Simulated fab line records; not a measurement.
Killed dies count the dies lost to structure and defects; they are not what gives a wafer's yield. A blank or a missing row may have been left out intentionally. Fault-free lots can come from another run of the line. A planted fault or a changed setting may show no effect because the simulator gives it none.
A struck lot beside a sound one -- flow n5_finfet -- 15 out of 1938 route steps
Sound: wafers L633.2, L633.4, L633.5. Struck: wafer L641.4 (L641.1, L641.5, from the same lot, were not struck and are left out); the cause is given at the end.
Each step with rows lists, per side, the tool, then ch with its chambers, then its first start. Under that, the readings that differ: sound wafers -- struck wafers -- difference of the means -- sigmas: that difference in standard deviations of wafers without a fault.
alike: a reading whose means differ by less than 2 such deviations, as well as words and numbers matching on both sides. not compared: withheld readings; readings where some wafer has no value; bounds like >300 that might hide an equal value; numbers whose values overlap and for which the record gives no deviation.
A row with sigmas, a row that says differs or no value, or rows on one side alone: a step with any of these is where the two part. Non-overlapping numbers with no deviation appear without sigmas and do not part them. A reading missing from all wafers of one side parts the sides only when that side holds two or more wafers.

first, 3 steps without rows for these wafers: N5_FIN_SAQP_STRIP_23 (strips in SPM, time 750 s); N5_FIN_SAQP_SRD_66 (time 30 s); N5_FIN_SAQP_RECESS_75 (chemistry HF/NH3, target SiO2, target depth 14.4 nm, afs cycles 3, sublimation time 60 s).
N5_FIN_SAQP_SPACER1_ALD_24: deposits SiO2, target thk 20.3 nm, pulse time 1 s, purge time 2 s.
  sound on ald_sin-02 ch 0,2,3, day 1 23:18; struck on ald_sin-03 ch 3, day 3 23:41
reading,sound,struck,difference,sigmas
heater_power_w (W),407 412 469,569,+140,+3
  alike: precursor_pulse_height_rel
N5_FIN_SAQP_SPACER1_ETCHBACK_25: etches SiO2 in CHF3/O2, target depth 24.4 nm, time 12.2 s.
  sound on rie_diel-02 ch 0,1,3, day 2 00:01; struck on rie_diel-04 ch 2, day 4 00:24
reading,sound,struck,difference,sigmas
oes_ar_750_au (a.u.),0.70 0.70 0.68,0.98,+0.29,+3
oes_product_au (a.u.),0.69 0.70 0.68,0.98,+0.29,+3
showerhead_plenum_p_Torr (Torr),2.37 2.31 2.27,2.47,+0.15,+2
throttle_valve_pct (%),19.01 19.12 18.97,18.59,-0.44,-2
  alike: drypump_motor_current_A, rf_vpp_V
  not compared: rf_hours_counter_h
then, 1 step without rows for these wafers: N5_FIN_SAQP_MANDREL1_REMOVE_56 (chemistry HBr/Cl2/O2, target a-Si, stops on SiNx, bt time 10 s).
N5_FIN_SAQP_CD_MEAS_27 targets a cd of 20 nm.
  sound on cd_sem-01 ch 0, day 2 00:13; struck on cd_sem-02 ch 0, day 4 00:35
reading,sound,struck,difference,sigmas
cd_nm (nm),20.63 20.35 20.70,19.98,-0.58,-3
N5_FIN_SAQP_ETCH_57: etches SiNx in CH3F/O2, target depth 32.5 nm, time 46.4 s.
  sound on rie_diel-04 ch 1,3, day 2 00:16; struck on rie_diel-06 ch 0, day 4 00:39
  alike: drypump_motor_current_A, etch_rf_on_time_s, oes_ar_750_au, oes_product_au, rf_fwd_power_W, rf_vpp_V, showerhead_plenum_p_Torr, throttle_valve_pct
  not compared: rf_hours_counter_h
then, 1 step without rows for these wafers: N5_FIN_SAQP_ETCH_65 (etches SiO2 in CF4, target depth 4 nm, time 4.4 s).
N5_FIN_SAQP_MANDREL_ETCH_58: etches a-Si in HBr/Cl2, stops on SiNx, target depth 45 nm, bt time 10 s, time 27 s.
  sound on rie_si-03 ch 0,2,3, day 2 00:25; struck on rie_si-03 ch 2, day 4 00:47
  alike: drypump_motor_current_A, oes_product_au, rf_fwd_power_W, throttle_valve_pct
  not compared: rf_hours_counter_h
then, 2 steps without rows for these wafers: N5_FIN_SAQP_RECESS_63 (chemistry HF/NH3, target SiO2, target depth 18 nm, afs cycles 3, sublimation time 60 s); N5_FIN_SAQP_COAT_68 (time 60 s, resist thk 100 nm).
N5_FIN_SAQP_ETCH_69: etches SOC in N2/H2, stops on SiNx, target depth 150 nm.
  sound on rie_diel-04 ch 1,2,3, day 2 01:10; struck on rie_diel-04 ch 0, day 4 01:19
reading,sound,struck,difference,sigmas
rf_fwd_power_W (W),845 846 841,1356,+512,+99 or more
rf_vpp_V (V),240.5 240.7 241.6,204.0,-36.9,-31
throttle_valve_pct (%),17.86 17.93 17.76,17.21,-0.64,-2
  alike: drypump_motor_current_A, oes_product_au, showerhead_plenum_p_Torr
  not compared: rf_hours_counter_h
N5_FIN_SAQP_ETCH_67: etches SiNx in CH3F/O2, target depth 30 nm.
  sound on rie_diel-04 ch 1,2,3, day 2 01:13; struck on rie_diel-04 ch 0, day 4 01:22
reading,sound,struck,difference,sigmas
throttle_valve_pct (%),16.48 16.37 16.27,15.83,-0.54,-2
  alike: drypump_motor_current_A, oes_ar_750_au, oes_product_au, rf_fwd_power_W, rf_vpp_V, showerhead_plenum_p_Torr
  not compared: rf_hours_counter_h
-- a jump in the record: the struck wafers' starts before and after are 10 days apart (it breaks off in module FIN_SAQP and resumes in module PASSIVATION, where the first step shown is number 1936 of the route) --
N5_PASSIVATION_PROBE_49:
  sound on prober-01, day 11 23:04; struck on prober-01, day 14 12:51
  alike: killed_at_M0_to_M3, killed_at_M4_up, killed_at_contacts, killed_at_front_end, killed_at_other, killed_dies, killed_open, killed_short

== WHERE THEY PART ==
First at N5_FIN_SAQP_SPACER1_ALD_24; last, within this record, at N5_FIN_SAQP_ETCH_67. Later steps at which nothing parts them and some readings are alike: N5_PASSIVATION_PROBE_49.

WHY: what had been put in by the simulator
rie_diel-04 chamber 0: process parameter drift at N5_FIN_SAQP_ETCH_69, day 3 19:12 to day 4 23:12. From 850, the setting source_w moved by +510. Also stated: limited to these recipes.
